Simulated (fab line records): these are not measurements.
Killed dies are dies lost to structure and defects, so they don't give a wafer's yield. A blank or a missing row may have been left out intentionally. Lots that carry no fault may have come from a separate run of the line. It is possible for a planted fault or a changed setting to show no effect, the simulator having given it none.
A struck lot beside a sound one	flow n5 finfet	35 out of 1938 route steps
Sound: these wafers, L221.4, L221.5, L221.6. Wafers struck: L235.2, L235.4, L235.6. The cause is given at the end.
Each step with rows lists, per side, the tool, then ch with its chambers, then its first start. Under that, the readings that differ: sound wafers	struck wafers	difference of the means	sigmas: that difference in standard deviations of wafers without a fault.
alike: readings whose means differ by less than 2 such deviations, and words and numbers that are the same on both sides. not compared: withheld readings, readings that some wafer has no value for, bounds like >300 that may hide the same value, and numbers for which the record gives no deviation and whose values overlap.
The two part at a step that has a row with sigmas, a row that says differs or no value, or rows on one side only. Non-overlapping numbers with no deviation appear without sigmas and do not part them. A reading that every wafer of one side lacks parts them only if that side has two wafers or more.

first, 11 steps without rows for these wafers: N5_MOL_CONTACT_COAG_WET_ETCH_116 (etches the open film in SC1-inhibited, target depth 4.6 nm, rinse time 30 s); N5_MOL_CONTACT_COAG_ALD_27 (deposits SiOC, target thk 17 nm, pulse time 1.5 s, time 2720 s); N5_MOL_CONTACT_COAG_CMP_28 (polishes, stops on SiNx, t overpolish 0.85 s, target thk 14.522 nm); N5_MOL_CONTACT_COAG_ALD_123 (deposits SiNx, target thk 5 nm, pulse time 1 s, purge time 2 s); N5_MOL_CONTACT_COAG_PECVD_31 (deposits SiO2 from TEOS/O2, target thk 46 nm, time 8.9 s); N5_MOL_CONTACT_COAG_COAT_75 (time 60 s, resist thk 60 nm); N5_MOL_CONTACT_COAG_COAT_76 (time 60 s, resist thk 10 nm); N5_MOL_CONTACT_COAG_COAT_77 (time 60 s, resist thk 10 nm); N5_MOL_CONTACT_COAG_COAT_78 (resist thk 40 nm); N5_MOL_CONTACT_COAG_EBR_80; N5_MOL_CONTACT_COAG_SOFTBAKE_79 (time 60 s).
N5_MOL_CONTACT_COAG_EXPOSE_81: exposes mask VG, defocus 0 nm.
  sound on euv scanner-01 ch 0, day 6 15:20; struck on euv scanner-02 ch 0, day 10 01:19
reading	sound	struck	difference	sigmas
exposure dose mJ cm2	59.32 59.25 59.31	53.18 53.14 53.14	-6.14	-67
  alike: mask
then, 2 steps without rows for these wafers: N5_MOL_CONTACT_COAG_PEB_82 (peb time 60 s); N5_MOL_CONTACT_COAG_DEVELOP_83 (develop time 30 s).
N5_MOL_CONTACT_COAG_CD_MEAS_84: the cd target is 25.1 nm.
  sound on cd sem-03 ch 0, day 6 15:28; struck on cd sem-01 ch 0, day 10 01:27
reading	sound	struck	difference	sigmas
cd nm (nm)	24.98 25.73 25.06	23.12 22.51 23.11	-2.34	-8
then, 16 steps without rows for these wafers: N5_MOL_CONTACT_COAG_DESCUM_88 (chemistry O2, time 7 s); N5_MOL_CONTACT_COAG_ETCH_89 (etches underlayer in N2/H2, target depth 13 nm, time 10.4 s); N5_MOL_CONTACT_COAG_ETCH_90 (etches SiARC in CF4, target depth 13 nm, time 21.7 s); N5_MOL_CONTACT_COAG_ALD_131 (deposits SiO2, target thk 5 nm, pulse time 1 s, co reactant pulse time 1 s); N5_MOL_CONTACT_COAG_ETCHBACK_132 (etches SiO2 in CHF3, target depth 10 nm, time 6.7 s); N5_MOL_CONTACT_COAG_ETCH_91 (etches SOC in N2/H2, target depth 60 nm, overetch 21 nm, time 101.2 s); N5_MOL_CONTACT_COAG_STRIP_92 (strips in N2/H2); N5_MOL_CONTACT_COAG_STRIP_93 (strips in N2/H2); N5_MOL_CONTACT_COAG_ETCHBACK_135 (etches SiO2 in CHF3, target depth 25 nm, time 16.7 s); N5_MOL_CONTACT_COAG_STRIP_118 (strips in CHF3); N5_MOL_CONTACT_COAG_VIA_ETCH_46 (etches SiO2 in C4F6/O2, target depth 46 nm, overetch 9.2 nm, time 40 s); N5_MOL_CONTACT_COAG_STRIP_96 (strips in N2/H2); N5_MOL_CONTACT_COAG_ETCH_47 (etches SiNx in CH3F/O2, stops on W, target depth 27 nm); N5_MOL_CONTACT_COAG_STRIP_119 (strips in N2/H2, time 30 s); N5_MOL_CONTACT_COAG_PRECLEAN_144 (cleans in alkaline clean, time 60 s); N5_MOL_CONTACT_COAG_SRD_145 (time 30 s).
N5_MOL_CONTACT_COAG_CD_MEAS_137: the cd target is 16 nm.
  sound on cd sem-03 at day 6 16:44; struck on cd sem-01 at day 10 02:40
reading	sound	struck	difference	sigmas
cd nm (nm)	15.5 16.4 16.1	13.6 13.1 13.4	-2.6	-6
then, 1 step without rows for these wafers: N5_MOL_CONTACT_COAG_COAT_62 (time 60 s, resist thk 60 nm).
N5_BEOL_M4_RC_MEAS_101:
  the record has rows for the sound wafers here (prober-01 ch 0, day 11 17:16) and none for the struck ones
-- record jumps: 8 days separate the struck wafers' starts on either side; left off in module BEOL_M4, taken up again in module PASSIVATION, whose first shown step is the route's number 1936 --
N5_PASSIVATION_PROBE_49:
  sound on prober-01 at day 16 03:22; struck on prober-02 at day 18 09:50
reading	sound	struck	difference	sigmas
defect limited yield (%)	89.5 91.6 88.7	24.1 27.1 23.3	-65.1	-46
killed at contacts	13 18 21	792 783 811	+778	+99 or more
killed dies	124 99 133	896 860 905	+768	+45
killed on rim	20 13 19	123 105 122	+99	+25
sort_bin_5_function (%)	5.9 4.6 7.0	52.3 47.4 49.5	+43.9	+44
sort_bin_6_memory (%)	3.9 3.7 4.1	16.9 18.4 21.2	+14.9	+24
sort n pass	1056 1081 1047	284 320 275	-768	-15
sort yield pct (%)	89 92 89	24 27 23	-65	-15
  alike: killed_at_M0_to_M3, killed_at_M4_up, killed at front end, killed at other, killed open, killed short

== WHERE THEY PART ==
Earliest at N5_MOL_CONTACT_COAG_EXPOSE_81; latest, in this record, at N5_PASSIVATION_PROBE_49.

WHY: whatever the simulator had introduced
Drift in process parameters on euv scanner-02 at N5_MOL_CONTACT_COAG_EXPOSE_81, starting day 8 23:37. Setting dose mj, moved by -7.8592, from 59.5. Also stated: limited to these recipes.
